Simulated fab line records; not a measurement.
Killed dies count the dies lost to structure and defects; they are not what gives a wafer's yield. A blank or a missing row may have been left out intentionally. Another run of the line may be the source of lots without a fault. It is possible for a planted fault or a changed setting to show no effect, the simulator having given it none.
Comparing a struck lot with a sound one | flow nandHarc | 44 out of 1159 route steps
Sound: wafers L944.1, L944.2, L944.3. Struck: wafers L942.1, L942.2, L942.3. The cause comes at the end.
Each step with rows lists, per side, the tool, then ch with its chambers, then its first start. Under that, the readings that differ: sound wafers | struck wafers | difference of the means | sigmas: that difference in standard deviations of wafers without a fault.
alike: readings with means less than 2 such deviations apart, plus words and numbers identical on both sides. not compared: withheld readings, readings lacking a value on some wafer, bounds such as >300 that could conceal the same value, and numbers that have no deviation in the record and whose values overlap.
Wherever a step has rows on one side only, a row that says differs or no value, or a row with sigmas, the two part there. When numbers do not overlap yet have no deviation, they are printed without sigmas and do not part them. Lack of a reading on every wafer of one side parts them only where that side has two or more wafers.

NHARC_P_GATE_ETCH_104: etches the open film in CF4/CHF3, target depth 60 nm.
  sound on rieDiel-10 ch 0,1,3, day 10 01:52; struck on rieDiel-03 ch 0,2,3, day 9 15:05
reading             | sound             | struck            | difference | sigmas
oesProductAu (a.u.) | 1.005 0.995 0.991 | 0.930 0.916 0.937 | -0.069     | -3
  alike: biasW, drypumpMotorCurrentA, rfVppV, showerheadPlenumPTorr, throttleValvePct
NHARC_P_GATE_HM_OPEN_105: chemistry O2/COS, target depth 360 nm.
  sound: rieDiel-10 ch 1,2,3; struck: rieDiel-03 ch 0,2,3
reading             | sound | struck   | difference | sigmas
rfHoursCounterH (h) | 7 8 8 | 55 56 59 | +49        | 
  alike: biasW, drypumpMotorCurrentA, oesProductAu, rfVppV, showerheadPlenumPTorr, throttleValvePct
then, 4 steps without rows for these wafers: NHARC_P_GATE_STRIP_106 (strips in O2/COS); NHARC_P_GATE_ETCH_114 (etches the open film in CF4/O2, target depth 30 nm, overetch 3 nm, time 16.5 s); NHARC_P_GATE_ETCH_32 (etches the open film in HBr/Cl2, target depth 150 nm, time 100.1 s); NHARC_P_GATE_STRIP_108 (strips in O2).
NHARC_P_GATE_CD_MEAS_33:
  struck on cdSem-03, day 9 15:59; sound on cdSem-03, day 10 02:37
  alike: cdNm
then, 4 steps without rows for these wafers: NHARC_P_GATE_STRIP_35 (strips in SPM, time 600 s); NHARC_P_GATE_PRECLEAN_73 (cleans in SC1); NHARC_P_GATE_SRD_74; NHARC_P_GATE_ALD_36 (deposits SiNx, target thk 20 nm, pulse time 60 s, ald cycles 223).
NHARC_P_GATE_ETCHBACK_37: etches the open film in CHF3/O2, target depth 34.5 nm, time 17.2 s.
  sound: rieDiel-11 ch 0,2,3; struck: rieDiel-10 ch 1,2,3
reading             | sound    | struck | difference | sigmas
rfHoursCounterH (h) | 10 10 11 | 8 7 8  | -3         | 
  alike: biasW, drypumpMotorCurrentA, oesProductAu, rfVppV, showerheadPlenumPTorr, throttleValvePct
NHARC_P_GATE_STRIP_101: strips in O2, time 20 s.
  sound on rieDiel-11 ch 1,2,3, day 10 12:44; struck on rieDiel-10 ch 0,1,3, day 10 02:03
reading             | sound             | struck            | difference | sigmas
oesProductAu (a.u.) | 0.969 1.004 0.977 | 1.038 1.016 1.027 | +0.044     | +3
rfHoursCounterH (h) | 10 11 11          | 7 7 8             | -3         | 
  alike: drypumpMotorCurrentA, rfVppV, showerheadPlenumPTorr, throttleValvePct
then, 12 steps without rows for these wafers: NHARC_P_GATE_PRECLEAN_97 (cleans in SPM, time 600 s); NHARC_P_GATE_SRD_98; NHARC_P_GATE_PRECLEAN_99 (cleans in SC1); NHARC_P_GATE_SRD_100; NHARC_P_GATE_DEHYDRATE_38 (time 120 s); NHARC_P_GATE_HMDS_39 (time 30 s); NHARC_P_GATE_COAT_40; NHARC_P_GATE_SOFTBAKE_41 (time 95 s); NHARC_P_GATE_EBR_42; NHARC_P_GATE_EXPOSE_43 (exposes mask P NSD, target cd 720 nm); NHARC_P_GATE_PEB_44 (peb time 85 s); NHARC_P_GATE_DEVELOP_45 (time 70 s).
NHARC_P_GATE_CD_MEAS_46 targets a cd of 720 nm.
  sound on cdSem-03 ch 0, day 10 13:40; struck on cdSem-03 ch 0, day 10 02:58
reading   | sound             | struck            | difference | sigmas
cdNm (nm) | 717.1 715.9 715.9 | 721.7 721.2 722.9 | +5.6       | +2
then, 3 steps without rows for these wafers: NHARC_P_GATE_HARDBAKE_47 (time 80 s); NHARC_P_GATE_DESCUM_48 (chemistry O2, time 3 s); NHARC_P_GATE_IMPLANT_49.
NHARC_P_GATE_STRIP_111: strips in N2/H2, time 250 s.
  sound on plasmaAsher-01 ch 0,1, day 10 14:16; struck on plasmaAsher-01 ch 0,1, day 10 03:31
  alike: drypumpMotorCurrentA, heaterPowerW
  not compared: rfHoursCounterH
NHARC_P_GATE_STRIP_75: strips in O2.
  sound on plasmaAsher-01 ch 0,1, day 10 14:34; struck on plasmaAsher-01 ch 0,1, day 10 03:49
  alike: drypumpMotorCurrentA, heaterPowerW
  not compared: rfHoursCounterH
then, 9 steps without rows for these wafers: NHARC_P_GATE_STRIP_50 (strips in SPM, time 900 s); NHARC_P_GATE_DEHYDRATE_51 (time 120 s); NHARC_P_GATE_HMDS_52 (time 30 s); NHARC_P_GATE_COAT_53; NHARC_P_GATE_SOFTBAKE_54 (time 95 s); NHARC_P_GATE_EBR_55; NHARC_P_GATE_EXPOSE_56 (exposes mask P PSD, target cd 720 nm); NHARC_P_GATE_PEB_57 (peb time 85 s); NHARC_P_GATE_DEVELOP_58 (time 70 s).
NHARC_P_GATE_CD_MEAS_59 targets a cd of 720 nm.
  sound on cdSem-03 ch 0, day 10 15:29; struck on cdSem-02 ch 0, day 10 04:37
  alike: cdNm
then, 1 step without rows for these wafers: NHARC_P_GATE_HARDBAKE_60 (time 80 s).
NHARC_P_GATE_INSPECT_68:
  struck on defectInspect-01, day 10 09:40; sound on defectInspect-01, day 10 20:16
reading        | sound       | struck         | difference | sigmas
rawDefectCount | 278 113 150 | 1409 1232 1372 | +1157      | +12
next, for these wafers, 1 step has no rows: NHARC_END_SORT_01.

== WHERE THEY PART ==
First at NHARC_P_GATE_ETCH_104; last, within this record, at NHARC_P_GATE_INSPECT_68.

WHY: what had been put in by the simulator
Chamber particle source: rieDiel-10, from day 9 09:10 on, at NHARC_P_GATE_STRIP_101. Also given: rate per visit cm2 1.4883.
